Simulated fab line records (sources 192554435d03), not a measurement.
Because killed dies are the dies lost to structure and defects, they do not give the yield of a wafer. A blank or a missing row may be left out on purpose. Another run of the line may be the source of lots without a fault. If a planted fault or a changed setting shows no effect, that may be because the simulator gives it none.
fab line records	flow n5-finfet
record: lots: 24	wafers: 72	last-day: 18
route steps=1938 shown ZERO_LAYER@15 WELL_APT@29 PMOS_HMC_CHANNEL_EPI@69 FIN_SAQP@112
lots that met no fault: from a run of the same line without faults
start-h: start of the lot's first displayed wafer, in hours after the record's first day	wait-h: hours from the lot's prior step to this one	" unchanged from the row above	L1.1+2: a single row standing in for several wafers	- no value present, or no start provided	* or withheld: withheld	< > ~ a bound
route shown NAME@n: a module of which the file shows steps, and the number in the route of the first	usual: average and standard deviation across the fault-free wafers	same: alike in all rows	chamber/n: place in a boat	sites: the reading at each site	_std_site: how widely they spread, as a standard deviation	_edge_site: inner sites' mean taken away from outer sites' mean	radius-mm: for every site, how far away it sits from the centre of the wafer	mask NAME#n: copy n	behind: the tool/chamber that last shaped the wafer	hold: cause of the lot's hold/its duration in hours/its outcome	device: names the non-switching transistor (n, p or np)	end of line: tests run on the same wafers once the route is complete	a step without rows: its recipe alone	killed: count of dies lost to structure and defects at first sort (not the wafer's yield)	map: per-die view of a wafer (x killed, . not killed, _ where there is no die)
set.NAME: the setting as run; set.NAME@STEP: as run at that earlier step	model.NAME: the simulator's own value behind a step, which no gauge read
route steps across a sampled set of lots; one table per step, one row per wafer
services: a tool's chamber out of use, with start hour (start-h, from the record's first day; less than 0 if before it), hours out, and reason
== steps ==
step: N5_ZERO_LAYER_ETCH_17
recipe: chemistry: CF4	target: SiO2	target-depth-a: 120	time-s: 13.3	ion-energy-ev: 350	pressure-mtorr: 40	source-w: 450	bias-w: 215	Ar_flow_sccm: 100	cf4-flow-sccm: 100
usual: bias-w: 215.0/0.62	drypump-motor-current-A: 5.8/0.38	oes-product-au: 0.76/0.066	rf-vpp-V: 949/5.6	showerhead-plenum-p-Torr: 2.15/0.095	throttle-valve-pct: 15.76/0.17
lot.wafer	tool	chamber	start-h	wait-h	bias-w	drypump-motor-current-A	oes-product-au	rf-hours-counter-h	rf-vpp-V	showerhead-plenum-p-Torr	throttle-valve-pct
L074.1	rie-diel-02	1	12.84	0.0	215.3	5.8	0.77	122	948	2.15	15.55
L074.2	"	0	"	"	215.5	5.7	0.78	122	956	2.23	15.82
L074.3	"	2	"	"	214.7	5.7	0.68	240	942	2.03	15.99
L075.3	rie-diel-06	2	18.75	0.0	215.2	6.2	0.75	161	953	2.22	15.42
L075.4	"	1	"	"	215.6	5.2	0.92	16	957	2.27	15.75
L075.6	"	1	"	"	214.9	5.2	0.92	-	958	2.27	15.74
L076.2	rie-diel-02	1	24.87	0.0	216.0	5.8	0.78	126	948	2.15	15.56
L076.4	"	0	"	"	215.7	5.7	0.78	126	955	2.23	15.85
L076.5	"	0	"	"	215.9	5.7	0.78	-	955	2.23	15.84
L077.3	rie-diel-02	2	30.94	0.0	212.9	5.7	0.69	245	941	2.03	15.99
L077.4	"	0	"	"	215.5	5.6	0.78	128	957	2.23	15.85
L077.6	"	2	"	"	215.3	5.7	0.69	-	942	2.03	15.98
L078.2	rie-diel-02	0	36.74	0.0	214.2	5.7	0.77	130	955	2.23	15.86
L078.4	"	1	"	"	213.8	5.8	0.77	128	950	2.15	15.56
L078.6	"	2	"	"	214.5	5.7	0.68	-	942	2.03	16.00
L079.3	rie-diel-01	0	42.84	0.0	214.6	5.9	0.73	193	948	2.12	15.94
L079.4	"	0	"	"	214.4	5.9	0.73	-	949	2.12	15.93
L079.5	"	2	"	"	215.4	5.5	0.78	-	953	2.23	15.80
L080.2	rie-diel-02	2	48.84	0.0	215.7	5.8	0.68	250	941	2.03	16.00
L080.3	"	1	"	"	215.6	5.8	0.77	132	950	2.15	15.59
L080.4	"	3	"	"	214.8	6.3	0.80	90	940	1.98	15.57
L081.1	rie-diel-02	3	54.94	0.0	214.6	6.3	0.80	92	940	1.98	15.59
L081.4	"	3	"	"	214.9	6.3	0.79	-	939	1.98	15.57
L081.5	"	0	"	"	214.8	5.7	0.77	-	953	2.23	15.87
L082.1	rie-diel-02	3	60.71	0.0	216.2	6.3	0.79	95	939	1.98	15.59
L082.5	"	1	"	"	215.6	5.8	0.77	-	950	2.15	15.59
L082.6	"	3	"	"	215.7	6.3	0.79	-	940	1.98	15.57
L083.2	rie-diel-06	2	66.71	0.0	214.4	6.2	0.73	176	953	2.21	15.45
L083.3	"	1	"	"	215.2	5.2	0.88	31	957	2.27	15.77
L083.4	"	1	"	"	215.5	5.2	0.88	-	957	2.27	15.77
L084.1	rie-diel-01	2	72.84	0.0	214.3	5.5	0.77	173	955	2.22	15.82
L084.2	"	0	"	"	214.7	5.9	0.72	203	948	2.11	15.97
L084.4	"	3	"	"	213.9	6.4	0.70	229	952	2.19	15.57
L085.4	rie-diel-02	0	78.84	0.0	213.3	5.6	0.76	145	954	2.22	15.87
L085.5	"	2	"	"	215.4	5.7	1.01	-	956	2.28	15.49
L085.6	"	3	"	"	215.1	6.3	0.78	-	939	1.97	15.58
L086.1	rie-diel-06	3	84.71	0.0	215.1	5.1	0.70	227	946	2.13	15.90
L086.3	"	0	"	"	214.8	5.5	0.69	239	947	2.12	15.92
L086.4	"	1	"	"	215.8	5.3	0.87	38	956	2.26	15.79
L087.3	rie-diel-01	1	90.88	0.0	214.9	5.2	0.70	185	954	2.24	15.91
L087.5	"	1	"	"	214.2	5.2	0.71	-	954	2.24	15.91
L087.6	"	2	"	"	214.8	5.5	0.76	-	954	2.22	15.84
L088.3	rie-diel-01	1	97.18	0.0	214.4	5.2	0.71	188	953	2.24	15.91
L088.5	"	1	"	"	214.4	5.2	0.70	-	954	2.24	15.92
L088.6	"	2	"	"	215.7	5.5	0.74	-	953	2.22	15.83
L089.3	rie-diel-02	3	102.71	0.0	215.0	6.3	0.78	106	940	1.97	15.59
L089.5	"	3	"	"	215.8	6.3	0.79	-	939	1.97	15.59
L089.6	"	0	"	"	214.7	5.7	0.77	-	954	2.22	15.88
L090.1	rie-diel-06	3	108.76	0.0	215.1	5.1	0.69	234	948	2.12	15.93
L090.4	"	1	"	"	215.5	5.2	0.86	44	955	2.26	15.79
L090.6	"	3	"	"	214.7	5.1	0.68	-	946	2.12	15.90
L091.1	rie-diel-01	3	114.90	0.0	214.7	6.4	0.69	242	952	2.19	15.60
L091.3	"	0	"	"	215.6	5.9	0.71	217	948	2.11	15.96
L091.5	"	3	"	"	214.9	6.4	0.69	-	953	2.19	15.60
L092.2	rie-diel-01	0	120.85	0.0	214.7	5.9	0.71	219	947	2.11	15.98
L092.4	"	0	"	"	214.4	5.9	0.72	-	947	2.11	15.99
L092.5	"	2	"	"	213.8	5.5	0.76	-	954	2.22	15.83
L093.2	rie-diel-02	2	126.98	0.0	215.1	5.7	0.95	15	957	2.28	15.53
L093.3	"	3	"	"	215.4	6.3	0.77	113	939	1.97	15.62
L093.4	"	1	"	"	215.3	5.8	0.74	158	949	2.14	15.62
L094.2	rie-diel-02	1	132.74	0.0	215.7	5.8	0.74	160	948	2.14	15.62
L094.4	"	3	"	"	215.0	6.3	0.77	115	940	1.97	15.63
L094.5	"	0	"	"	215.3	5.7	0.75	-	954	2.22	15.90
L095.2	rie-diel-01	1	138.87	0.0	214.3	5.2	0.70	194	955	2.23	15.92
L095.5	"	0	"	"	215.0	5.9	0.71	-	948	2.11	15.99
L095.6	"	3	"	"	216.2	6.3	0.68	-	950	2.19	15.61
L096.2	rie-diel-02	2	144.73	0.0	215.0	5.7	0.95	20	956	2.27	15.54
L096.3	"	3	"	"	214.2	6.3	0.76	119	938	1.97	15.63
L096.5	"	1	"	"	216.2	5.8	0.75	-	949	2.14	15.66
L097.2	rie-diel-01	1	150.74	0.0	213.8	5.2	0.70	198	954	2.23	15.93
L097.3	"	2	"	"	214.8	5.5	0.73	199	952	2.21	15.87
L097.5	"	0	"	"	214.7	5.9	0.70	-	949	2.11	16.00
step: N5_ZERO_LAYER_INSPECT_20
recipe: inspect-instrument: darkfield	mode: post-clean
usual: raw-defect-count: 34/14
lot.wafer	tool	chamber	start-h	wait-h	raw-defect-count
L074.1	defect-inspect-02	-	13.38	0.0	35
L074.2	"	-	"	"	16
L074.3	"	-	"	"	48
L075.3	defect-inspect-02	-	19.29	0.0	30
L075.4	"	-	"	"	49
L075.6	"	-	"	"	63
L076.2	defect-inspect-02	-	25.41	0.0	33
L076.4	"	-	"	"	25
L076.5	"	-	"	"	26
L077.3	defect-inspect-01	-	31.48	0.0	69
L077.4	"	-	"	"	46
L077.6	"	-	"	"	18
L078.2	defect-inspect-02	-	37.58	0.0	68
L078.4	"	-	"	"	33
L078.6	"	-	"	"	62
L079.3	defect-inspect-02	-	43.38	0.0	46
L079.4	"	-	"	"	27
L079.5	"	-	"	"	27
L080.2	defect-inspect-02	-	49.43	0.0	12
L080.3	"	-	"	"	18
L080.4	"	-	"	"	26
L081.1	defect-inspect-02	-	55.48	0.0	22
L081.4	"	-	"	"	31
L081.5	"	-	"	"	35
L082.1	defect-inspect-02	-	61.29	0.0	26
L082.5	"	-	"	"	35
L082.6	"	-	"	"	31
L083.2	defect-inspect-02	-	67.48	0.0	53
L083.3	"	-	"	"	64
L083.4	"	-	"	"	39
L084.1	defect-inspect-01	-	73.38	0.0	25
L084.2	"	-	"	"	24
L084.4	"	-	"	"	18
L085.4	defect-inspect-01	-	79.39	0.0	34
L085.5	"	-	"	"	45
L085.6	"	-	"	"	58
L086.1	defect-inspect-02	-	85.25	0.0	44
L086.3	"	-	"	"	39
L086.4	"	-	"	"	39
L087.3	defect-inspect-02	-	91.42	0.0	46
L087.5	"	-	"	"	68
L087.6	"	-	"	"	56
L088.3	defect-inspect-01	-	97.73	0.0	39
L088.5	"	-	"	"	61
L088.6	"	-	"	"	20
L089.3	defect-inspect-01	-	103.26	0.0	42
L089.5	"	-	"	"	47
L089.6	"	-	"	"	50
L090.1	defect-inspect-02	-	109.44	0.0	57
L090.4	"	-	"	"	47
L090.6	"	-	"	"	78
L091.1	defect-inspect-01	-	115.46	0.0	43
L091.3	"	-	"	"	44
L091.5	"	-	"	"	26
L092.2	defect-inspect-01	-	121.41	0.0	36
L092.4	"	-	"	"	25
L092.5	"	-	"	"	25
L093.2	defect-inspect-02	-	127.55	0.0	63
L093.3	"	-	"	"	59
L093.4	"	-	"	"	37
L094.2	defect-inspect-02	-	133.28	0.0	23
L094.4	"	-	"	"	23
L094.5	"	-	"	"	14
L095.2	defect-inspect-02	-	139.48	0.0	29
L095.5	"	-	"	"	23
L095.6	"	-	"	"	54
L096.2	defect-inspect-02	-	145.27	0.0	12
L096.3	"	-	"	"	22
L096.5	"	-	"	"	25
L097.2	defect-inspect-01	-	151.28	0.0	45
L097.3	"	-	"	"	44
L097.5	"	-	"	"	52
step: N5_WELL_APT_OVL_MEAS_09
recipe: points-per-wafer: 44
usual: NWELL_OVL: -1/6.2
lot.wafer	tool	chamber	start-h	wait-h	NWELL_OVL[nm]
L074.1	overlay-01	0	13.84	0.0	17
L074.2	"	0	"	"	4
L074.3	"	0	"	"	13
L075.3	overlay-02	0	19.62	0.0	6
L075.4	"	0	"	"	-3
L075.6	"	0	"	"	-3
L076.2	overlay-02	0	25.74	0.0	-3
L076.4	"	0	"	"	-8
L076.5	"	0	"	"	-1
L077.3	overlay-01	0	31.81	0.0	-4
L077.4	"	0	"	"	9
L077.6	"	0	"	"	11
L078.2	overlay-02	0	37.91	0.0	7
L078.4	"	0	"	"	6
L078.6	"	0	"	"	4
L079.3	overlay-01	0	43.84	0.0	-2
L079.4	"	0	"	"	3
L079.5	"	0	"	"	-8
L080.2	overlay-02	0	49.76	0.0	-11
L080.3	"	0	"	"	-7
L080.4	"	0	"	"	-8
L081.1	overlay-01	0	55.81	0.0	2
L081.4	"	0	"	"	1
L081.5	"	0	"	"	1
L082.1	overlay-02	0	61.75	0.0	-14
L082.5	"	0	"	"	-4
L082.6	"	0	"	"	3
L083.2	overlay-01	0	67.94	0.0	7
L083.3	"	0	"	"	-1
L083.4	"	0	"	"	0
L084.1	overlay-01	0	73.84	0.0	-6
L084.2	"	0	"	"	-5
L084.4	"	0	"	"	-4
L085.4	overlay-01	0	79.72	0.0	-8
L085.5	"	0	"	"	-1
L085.6	"	0	"	"	1
L086.1	overlay-01	0	85.59	0.0	-3
L086.3	"	0	"	"	-5
L086.4	"	0	"	"	-8
L087.3	overlay-02	0	91.88	0.0	-4
L087.5	"	0	"	"	-12
L087.6	"	0	"	"	-8
L088.3	overlay-02	0	98.19	0.0	-8
L088.5	"	0	"	"	-17
L088.6	"	0	"	"	-7
L089.3	overlay-02	0	103.72	0.0	1
L089.5	"	0	"	"	6
L089.6	"	0	"	"	-4
L090.1	overlay-02	0	109.90	0.0	-8
L090.4	"	0	"	"	-1
L090.6	"	0	"	"	5
L091.1	overlay-01	0	115.92	0.0	1
L091.3	"	0	"	"	-2
L091.5	"	0	"	"	-3
L092.2	overlay-02	0	121.86	0.0	8
L092.4	"	0	"	"	5
L092.5	"	0	"	"	1
L093.2	overlay-01	0	128.01	0.0	2
L093.3	"	0	"	"	-2
L093.4	"	0	"	"	3
L094.2	overlay-01	0	133.61	0.0	-2
L094.4	"	0	"	"	0
L094.5	"	0	"	"	4
L095.2	overlay-01	0	139.82	0.0	-2
L095.5	"	0	"	"	-8
L095.6	"	0	"	"	1
L096.2	overlay-02	0	145.73	0.0	6
L096.3	"	0	"	"	1
L096.5	"	0	"	"	14
L097.2	overlay-02	0	151.62	0.0	-3
L097.3	"	0	"	"	4
L097.5	"	0	"	"	7
step: N5_WELL_APT_INSPECT_10
recipe: mode: adi	inspect-instrument: macro
usual: raw-defect-count: 2.3/1.5
lot.wafer	tool	chamber	start-h	wait-h	raw-defect-count
L074.1	defect-inspect-01	-	13.86	0.0	4
L074.2	"	-	"	"	4
L074.3	"	-	"	"	4
L075.3	defect-inspect-02	-	19.66	0.0	1
L075.4	"	-	"	"	3
L075.6	"	-	"	"	0
L076.2	defect-inspect-01	-	25.76	0.0	1
L076.4	"	-	"	"	2
L076.5	"	-	"	"	2
L077.3	defect-inspect-01	-	31.84	0.0	6
L077.4	"	-	"	"	1
L077.6	"	-	"	"	3
L078.2	defect-inspect-02	-	37.94	0.0	2
L078.4	"	-	"	"	3
L078.6	"	-	"	"	4
L079.3	defect-inspect-02	-	43.86	0.0	1
L079.4	"	-	"	"	3
L079.5	"	-	"	"	1
L080.2	defect-inspect-01	-	49.79	0.0	4
L080.3	"	-	"	"	3
L080.4	"	-	"	"	2
L081.1	defect-inspect-02	-	55.83	0.0	4
L081.4	"	-	"	"	3
L081.5	"	-	"	"	0
L082.1	defect-inspect-01	-	61.78	0.0	3
L082.5	"	-	"	"	2
L082.6	"	-	"	"	2
L083.2	defect-inspect-01	-	67.96	0.0	3
L083.3	"	-	"	"	2
L083.4	"	-	"	"	2
L084.1	defect-inspect-01	-	73.86	0.0	0
L084.2	"	-	"	"	2
L084.4	"	-	"	"	3
L085.4	defect-inspect-01	-	79.74	0.0	2
L085.5	"	-	"	"	1
L085.6	"	-	"	"	1
L086.1	defect-inspect-02	-	85.61	0.0	1
L086.3	"	-	"	"	2
L086.4	"	-	"	"	2
L087.3	defect-inspect-01	-	91.90	0.0	4
L087.5	"	-	"	"	0
L087.6	"	-	"	"	1
L088.3	defect-inspect-02	-	98.21	0.0	1
L088.5	"	-	"	"	2
L088.6	"	-	"	"	0
L089.3	defect-inspect-01	-	103.74	0.0	0
L089.5	"	-	"	"	3
L089.6	"	-	"	"	3
L090.1	defect-inspect-02	-	109.92	0.0	4
L090.4	"	-	"	"	2
L090.6	"	-	"	"	2
L091.1	defect-inspect-02	-	115.94	0.0	6
L091.3	"	-	"	"	3
L091.5	"	-	"	"	4
L092.2	defect-inspect-01	-	121.89	0.0	3
L092.4	"	-	"	"	1
L092.5	"	-	"	"	4
L093.2	defect-inspect-02	-	128.03	0.0	3
L093.3	"	-	"	"	3
L093.4	"	-	"	"	2
L094.2	defect-inspect-02	-	133.63	0.0	2
L094.4	"	-	"	"	1
L094.5	"	-	"	"	2
L095.2	defect-inspect-02	-	139.84	0.0	4
L095.5	"	-	"	"	0
L095.6	"	-	"	"	2
L096.2	defect-inspect-02	-	145.75	0.0	2
L096.3	"	-	"	"	0
L096.5	"	-	"	"	0
L097.2	defect-inspect-01	-	151.64	0.0	2
L097.3	"	-	"	"	3
L097.5	"	-	"	"	1
step: N5_PMOS_HMC_CHANNEL_EPI_ETCH_32
recipe: chemistry: N2/H2	target: BARC	stop-on: SiO2	target-depth-a: 858	over-etch-frac: 0.3	time-s: 50.3	ion-energy-ev: 200	mask-material: CAR-ArF-block	pressure-mtorr: 30	source-w: 840	bias-w: 150	n2-flow-sccm: 200	h2-flow-sccm: 200
usual: bias-w: 150.0/0.42	drypump-motor-current-A: 5.7/0.42	oes-product-au: 0.64/0.056	rf-vpp-V: 524.8/2.8	showerhead-plenum-p-Torr: 2.58/0.098	throttle-valve-pct: 18.04/0.22
lot.wafer	tool	chamber	start-h	wait-h	bias-w	drypump-motor-current-A	oes-product-au	rf-hours-counter-h	rf-vpp-V	showerhead-plenum-p-Torr	throttle-valve-pct
L074.1	rie-diel-02	1	17.57	0.0	149.7	5.8	0.66	123	522.7	2.55	17.72
L074.2	"	3	"	"	149.7	6.3	0.69	80	518.1	2.36	17.93
L074.3	"	2	"	"	150.6	5.7	0.58	241	518.6	2.41	18.46
L075.3	rie-diel-01	2	23.41	0.0	149.5	5.5	0.66	158	525.4	2.63	17.96
L075.4	"	3	"	"	149.5	6.4	0.61	214	526.4	2.63	17.92
L075.6	"	2	"	"	149.6	5.5	0.65	-	525.7	2.63	17.94
L076.2	rie-diel-02	0	29.60	0.0	150.5	5.7	0.67	127	527.7	2.70	18.36
L076.4	"	3	"	"	149.9	6.3	0.68	84	518.7	2.35	17.94
L076.5	"	2	"	"	149.3	5.7	0.58	-	518.3	2.41	18.45
L077.3	rie-diel-06	3	35.78	0.0	150.2	5.1	0.60	215	523.0	2.53	18.00
L077.4	"	1	"	"	150.4	5.3	0.76	21	529.7	2.69	17.97
L077.6	"	3	"	"	150.2	5.1	0.59	-	521.6	2.53	18.00
L078.2	rie-diel-06	1	41.69	0.0	149.6	5.2	0.76	24	528.5	2.69	17.97
L078.4	"	0	"	"	150.0	5.5	0.59	226	523.2	2.50	18.08
L078.6	"	1	"	"	150.2	5.2	0.75	-	527.7	2.69	17.97
L079.3	rie-diel-06	2	47.60	0.0	150.4	6.2	0.62	170	526.6	2.64	17.75
L079.4	"	0	"	"	150.3	5.5	0.59	227	523.8	2.50	18.07
L079.5	"	2	"	"	150.6	6.2	0.62	-	526.6	2.65	17.75
L080.2	rie-diel-01	3	53.16	0.0	150.3	6.4	0.60	224	526.6	2.63	17.93
L080.3	"	1	"	"	150.1	5.2	0.62	173	526.4	2.65	18.10
L080.4	"	2	"	"	150.7	5.5	0.65	168	527.3	2.63	17.98
L081.1	rie-diel-02	3	59.87	0.0	149.5	6.3	0.68	95	519.1	2.35	17.96
L081.4	"	1	"	"	150.2	5.8	0.64	-	525.5	2.55	17.73
L081.5	"	0	"	"	150.8	5.7	0.66	-	527.0	2.69	18.37
L082.1	rie-diel-06	0	65.51	0.0	149.9	5.5	0.59	233	522.2	2.50	18.10
L082.5	"	0	"	"	150.1	5.5	0.59	-	522.9	2.50	18.11
L082.6	"	1	"	"	150.3	5.2	0.74	-	527.5	2.69	17.99
L083.2	rie-diel-06	0	71.98	0.0	150.1	5.5	0.59	235	523.6	2.49	18.09
L083.3	"	2	"	"	149.1	6.2	0.61	177	527.2	2.64	17.78
L083.4	"	2	"	"	149.6	6.2	0.62	-	527.0	2.64	17.77
L084.1	rie-diel-06	2	77.48	0.0	149.8	6.2	0.61	179	525.2	2.64	17.77
L084.2	"	1	"	"	150.3	5.3	0.73	35	529.2	2.68	17.97
L084.4	"	0	"	"	149.5	5.5	0.59	236	523.6	2.49	18.09
L085.4	rie-diel-06	3	83.49	0.0	150.0	5.1	0.59	227	523.3	2.53	18.04
L085.5	"	1	"	"	150.9	5.2	0.73	-	528.9	2.68	17.99
L085.6	"	2	"	"	150.4	6.2	0.61	-	525.6	2.64	17.76
L086.1	rie-diel-06	1	89.12	0.0	150.6	5.2	0.74	38	528.0	2.68	17.98
L086.3	"	0	"	"	150.3	5.5	0.59	240	522.4	2.49	18.11
L086.4	"	2	"	"	149.4	6.2	0.61	182	526.7	2.64	17.76
L087.3	rie-diel-06	0	96.20	0.0	150.1	5.5	0.58	243	523.1	2.49	18.10
L087.5	"	0	"	"	149.9	5.5	0.59	-	523.3	2.49	18.11
L087.6	"	1	"	"	150.2	5.2	0.72	-	527.2	2.68	17.97
L088.3	rie-diel-01	3	102.42	0.0	150.6	6.4	0.60	239	526.5	2.62	17.96
L088.5	"	0	"	"	150.3	5.9	0.62	-	524.0	2.55	18.56
L088.6	"	3	"	"	150.2	6.4	0.60	-	526.3	2.62	17.94
L089.3	rie-diel-06	2	108.85	0.0	150.0	6.2	0.61	188	526.0	2.64	17.80
L089.5	"	3	"	"	150.1	5.1	0.58	-	522.3	2.52	18.05
L089.6	"	0	"	"	149.6	5.5	0.59	-	522.1	2.49	18.09
L090.1	rie-diel-02	3	117.54	0.0	150.2	6.3	0.66	110	517.9	2.34	17.98
L090.4	"	2	"	"	150.0	5.7	0.82	12	530.1	2.72	18.05
L090.6	"	1	"	"	150.5	5.8	0.63	-	524.1	2.54	17.77
L091.1	rie-diel-02	2	120.84	0.0	150.9	5.7	0.80	12	529.4	2.72	18.05
L091.3	"	3	"	"	150.2	6.3	0.67	111	519.5	2.34	17.97
L091.5	"	3	"	"	149.4	6.3	0.67	-	517.2	2.34	17.97
L092.2	rie-diel-06	2	125.82	0.0	149.8	6.2	0.60	193	527.7	2.63	17.79
L092.4	"	3	"	"	150.3	5.1	0.59	-	523.3	2.52	18.05
L092.5	"	2	"	"	150.1	6.2	0.61	-	526.6	2.63	17.79
L093.2	rie-diel-01	0	131.89	0.0	150.0	5.9	0.61	220	523.9	2.55	18.56
L093.3	"	2	"	"	150.3	5.5	0.63	194	526.6	2.62	18.00
L093.4	"	3	"	"	149.5	6.4	0.59	250	524.3	2.62	17.98
L094.2	rie-diel-06	2	137.74	0.0	149.1	6.2	0.60	197	525.5	2.63	17.82
L094.4	"	1	"	"	150.7	5.2	0.71	-	527.0	2.68	18.00
L094.5	"	3	"	"	149.9	5.1	0.58	-	521.8	2.52	18.05
L095.2	rie-diel-01	0	144.02	0.0	149.8	5.9	0.61	224	522.6	2.55	18.57
L095.5	"	1	"	"	150.1	5.2	0.61	-	526.1	2.64	18.15
L095.6	"	0	"	"	150.2	5.9	0.61	-	523.6	2.55	18.58
L096.2	rie-diel-02	1	149.52	0.0	150.6	5.8	0.62	166	523.5	2.53	17.80
L096.3	"	0	"	"	150.2	5.7	0.64	168	526.4	2.68	18.42
L096.5	"	1	"	"	150.5	5.8	0.63	-	523.3	2.53	17.80
L097.2	rie-diel-02	1	155.12	0.0	149.7	5.8	0.62	168	523.8	2.53	17.78
L097.3	"	0	"	"	149.7	5.7	0.64	170	526.2	2.68	18.43
L097.5	"	0	"	"	149.9	5.7	0.64	-	526.5	2.68	18.42
step: N5_FIN_SAQP_OVL_MEAS_17
recipe: points-per-wafer: 44
usual: FIN_CORE_OVL: 0.0/0.8
lot.wafer	tool	chamber	start-h	wait-h	FIN_CORE_OVL[nm]
L074.1	overlay-02	0	21.62	0.0	-0.4
L074.2	"	0	"	"	-0.7
L074.3	"	0	"	"	-0.4
L075.3	overlay-01	0	27.86	0.0	0.0
L075.4	"	0	"	"	0.3
L075.6	"	0	"	"	1.0
L076.2	overlay-01	0	34.37	0.0	1.0
L076.4	"	0	"	"	0.5
L076.5	"	0	"	"	0.3
L077.3	overlay-01	0	40.24	0.0	-0.3
L077.4	"	0	"	"	1.2
L077.6	"	0	"	"	0.6
L078.2	overlay-02	0	46.04	0.0	-1.2
L078.4	"	0	"	"	-0.7
L078.6	"	0	"	"	-1.5
L079.3	overlay-02	0	52.09	0.0	-0.2
L079.4	"	0	"	"	0.7
L079.5	"	0	"	"	0.8
L080.2	overlay-02	0	58.19	0.0	-1.0
L080.3	"	0	"	"	-0.2
L080.4	"	0	"	"	-0.7
L081.1	overlay-01	0	64.16	0.0	0.7
L081.4	"	0	"	"	-0.4
L081.5	"	0	"	"	-0.9
L082.1	overlay-01	0	70.20	0.0	1.2
L082.5	"	0	"	"	1.5
L082.6	"	0	"	"	-0.2
L083.2	overlay-02	0	76.87	0.0	0.2
L083.3	"	0	"	"	0.2
L083.4	"	0	"	"	1.5
L084.1	overlay-02	0	81.56	0.0	0.6
L084.2	"	0	"	"	-0.2
L084.4	"	0	"	"	1.8
L085.4	overlay-02	0	87.57	0.0	0.7
L085.5	"	0	"	"	-0.6
L085.6	"	0	"	"	-0.4
L086.1	overlay-01	0	93.90	0.0	1.0
L086.3	"	0	"	"	-0.3
L086.4	"	0	"	"	1.1
L087.3	overlay-02	0	101.47	0.0	-0.7
L087.5	"	0	"	"	-0.1
L087.6	"	0	"	"	0.2
L088.3	overlay-01	0	106.79	0.0	-0.5
L088.5	"	0	"	"	-0.5
L088.6	"	0	"	"	1.1
L089.3	overlay-02	0	113.72	0.0	-0.6
L089.5	"	0	"	"	-0.7
L089.6	"	0	"	"	0.6
L090.1	overlay-02	0	121.97	0.0	-0.9
L090.4	"	0	"	"	-0.4
L090.6	"	0	"	"	-1.6
L091.1	overlay-01	0	124.99	0.0	-0.2
L091.3	"	0	"	"	-0.4
L091.5	"	0	"	"	-0.9
L092.2	overlay-01	0	129.88	0.0	0.4
L092.4	"	0	"	"	0.5
L092.5	"	0	"	"	-0.9
L093.2	overlay-01	0	136.07	0.0	0.3
L093.3	"	0	"	"	-0.7
L093.4	"	0	"	"	0.2
L094.2	overlay-01	0	141.79	0.0	0.1
L094.4	"	0	"	"	0.1
L094.5	"	0	"	"	1.6
L095.2	overlay-02	0	148.36	0.0	0.2
L095.5	"	0	"	"	-0.7
L095.6	"	0	"	"	0.2
L096.2	overlay-01	0	153.86	0.0	0.4
L096.3	"	0	"	"	0.7
L096.5	"	0	"	"	0.6
L097.2	overlay-02	0	159.60	0.0	0.5
L097.3	"	0	"	"	-0.5
L097.5	"	0	"	"	-1.5
== services ==
tool	chamber	start-h	hours	kind
rie-diel-02	0	-10.26	10.0	repair
rie-diel-01	0	2.15	2.5	repair
rie-diel-06	3	28.21	5.1	repair
rie-diel-01	1	38.58	10.4	repair
rie-diel-02	2	50.50	-	clean
rie-diel-02	2	50.50	-	consumable-replace:focus-ring
rie-diel-02	2	50.50	-	consumable-replace:showerhead
rie-diel-02	2	50.50	26.3	scheduled-down
rie-diel-02	2	50.50	26.3	vent-cycle
rie-diel-06	3	62.83	13.2	repair
rie-diel-01	1	109.26	19.6	repair
rie-diel-01	0	121.21	7.5	repair
rie-diel-06	0	123.19	-	clean
rie-diel-06	0	123.19	-	consumable-replace:focus-ring
rie-diel-06	0	123.19	19.6	scheduled-down
rie-diel-06	0	123.19	19.6	vent-cycle
rie-diel-01	3	148.32	7.9	repair
rie-diel-06	3	154.22	-	clean
rie-diel-06	3	154.22	-	consumable-replace:focus-ring
rie-diel-06	3	154.22	12.6	scheduled-down
rie-diel-06	3	154.22	12.6	vent-cycle
== key ==
fault none
